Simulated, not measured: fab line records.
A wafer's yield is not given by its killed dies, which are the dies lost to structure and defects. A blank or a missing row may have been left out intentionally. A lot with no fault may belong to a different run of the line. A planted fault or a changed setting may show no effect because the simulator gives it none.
Lot-split experiment || flow n5-finfet || on a route of 1938 steps: 7 lots, 21 wafers read

ON THE SPLIT
At N5_BEOL_M0_ETCH_138 (etches SiCN in CH3F/O2, target depth 12 nm, time 31.6 s), the setting source-w was moved away from the recipe's 395 W on 6 of the 21 wafers read, by -14.2% to +16.6%. This setting was run at the recipe's value on the other wafers.

Reading taken at the split's own step.

THE READING
rf-vpp-V, in V, at N5_BEOL_M0_ETCH_138 (etches SiCN in CH3F/O2, target depth 12 nm, time 31.6 s). Fault-free wafers of this fab line usually give 297.0 V, standard deviation 1.2 V.

{"wafer": "L075.1", "tool, chamber at the split": "rie-diel-05, 1", "source-w as run, W": 395, "against the recipe": "recipe", "rf-vpp-V, V": 295.8, "against lot-mates on the recipe": "-"}
{"wafer": "L075.2", "tool, chamber at the split": "rie-diel-05, 0", "source-w as run, W": 395, "against the recipe": "recipe", "rf-vpp-V, V": 296.8, "against lot-mates on the recipe": "-"}
{"wafer": "L075.5", "tool, chamber at the split": "rie-diel-05, 3", "source-w as run, W": 395, "against the recipe": "recipe", "rf-vpp-V, V": 296.8, "against lot-mates on the recipe": "-"}
{"wafer": "L082.1", "tool, chamber at the split": "rie-diel-05, 2", "source-w as run, W": 395, "against the recipe": "recipe", "rf-vpp-V, V": 297.4, "against lot-mates on the recipe": "-"}
{"wafer": "L082.2", "tool, chamber at the split": "rie-diel-05, 1", "source-w as run, W": 395, "against the recipe": "recipe", "rf-vpp-V, V": 296.5, "against lot-mates on the recipe": "-"}
{"wafer": "L082.4", "tool, chamber at the split": "rie-diel-05, 0", "source-w as run, W": 395, "against the recipe": "recipe", "rf-vpp-V, V": 297.8, "against lot-mates on the recipe": "-"}
{"wafer": "L087.3", "tool, chamber at the split": "rie-diel-01, 2", "source-w as run, W": 395, "against the recipe": "recipe", "rf-vpp-V, V": 299.7, "against lot-mates on the recipe": "-"}
{"wafer": "L087.5", "tool, chamber at the split": "rie-diel-01, 2", "source-w as run, W": 395, "against the recipe": "recipe", "rf-vpp-V, V": 299.6, "against lot-mates on the recipe": "-"}
{"wafer": "L087.6", "tool, chamber at the split": "rie-diel-01, 1", "source-w as run, W": 412.8, "against the recipe": "+4.5%", "rf-vpp-V, V": 292.4, "against lot-mates on the recipe": -7.2}
{"wafer": "L090.4", "tool, chamber at the split": "rie-diel-01, 2", "source-w as run, W": 460.7, "against the recipe": "+16.6%", "rf-vpp-V, V": 286.0, "against lot-mates on the recipe": -11.8}
{"wafer": "L090.5", "tool, chamber at the split": "rie-diel-01, 1", "source-w as run, W": 395, "against the recipe": "recipe", "rf-vpp-V, V": 298.0, "against lot-mates on the recipe": "-"}
{"wafer": "L090.6", "tool, chamber at the split": "rie-diel-01, 0", "source-w as run, W": 395, "against the recipe": "recipe", "rf-vpp-V, V": 297.6, "against lot-mates on the recipe": "-"}
{"wafer": "L091.3", "tool, chamber at the split": "rie-diel-01, 0", "source-w as run, W": 395, "against the recipe": "recipe", "rf-vpp-V, V": 296.8, "against lot-mates on the recipe": "-"}
{"wafer": "L091.4", "tool, chamber at the split": "rie-diel-01, 2", "source-w as run, W": 395, "against the recipe": "recipe", "rf-vpp-V, V": 299.3, "against lot-mates on the recipe": "-"}
{"wafer": "L091.5", "tool, chamber at the split": "rie-diel-01, 0", "source-w as run, W": 395, "against the recipe": "recipe", "rf-vpp-V, V": 299.2, "against lot-mates on the recipe": "-"}
{"wafer": "L092.1", "tool, chamber at the split": "rie-diel-05, 3", "source-w as run, W": 339, "against the recipe": "-14.2%", "rf-vpp-V, V": 312.3, "against lot-mates on the recipe": "+16.0"}
{"wafer": "L092.4", "tool, chamber at the split": "rie-diel-05, 0", "source-w as run, W": 339, "against the recipe": "-14.2%", "rf-vpp-V, V": 311.2, "against lot-mates on the recipe": "+14.9"}
{"wafer": "L092.5", "tool, chamber at the split": "rie-diel-05, 3", "source-w as run, W": 395, "against the recipe": "recipe", "rf-vpp-V, V": 296.3, "against lot-mates on the recipe": "-"}
{"wafer": "L097.3", "tool, chamber at the split": "rie-diel-04, 3", "source-w as run, W": 417.8, "against the recipe": "+5.8%", "rf-vpp-V, V": 291.4, "against lot-mates on the recipe": -9.1}
{"wafer": "L097.4", "tool, chamber at the split": "rie-diel-04, 3", "source-w as run, W": 417.8, "against the recipe": "+5.8%", "rf-vpp-V, V": 292.0, "against lot-mates on the recipe": -8.5}
{"wafer": "L097.5", "tool, chamber at the split": "rie-diel-04, 1", "source-w as run, W": 395, "against the recipe": "recipe", "rf-vpp-V, V": 300.5, "against lot-mates on the recipe": "-"}

THE FIT
A straight line over all 21 wafers: rf-vpp-V changes by -0.898 V for each +1% of source-w; r = -0.96; the points scatter about the line by 1.6 V.
The same after taking each lot's own level away (the mean of its wafers on the recipe; 21 wafers): -1 V for each +1%; r = -0.96; scatter 1.8 V.
According to that fit, moving source-w by its largest amount changes the reading by 17 V.
The span of the lots' own levels, 296.30 to 300.50 V, comes to 3.5 times the standard deviation stated above.
In other words, the slope is changed by the lot-to-lot level; the two fits disagree.
Check: -20.1 V against its lot-mates is what the line predicts for one of the wafers moved furthest among these (+16.6%) when that wafer is left out of the fit. It came out at -11.8 V against them.
Tool readings at the split's step, against how far the setting was moved: rf-vpp-V r = -0.96.

FURTHER SPLITS ON THESE WAFERS
Note: prior to the reading, these wafers also went through further splits. Each is held against what the fit with the lots' levels taken away leaves over:
{"other split on the same wafers": "N5_BEOL_M0_CUTY_EXPOSE_54 dose-mj", "wafers away from the commonest value": 7, "r with rf-vpp-V (lot level and that fit taken away)": "+0.07"}

FILE'S OWN FIT
rf-vpp-V changes by -0.937 V for each +1% of source-w, r = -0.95.
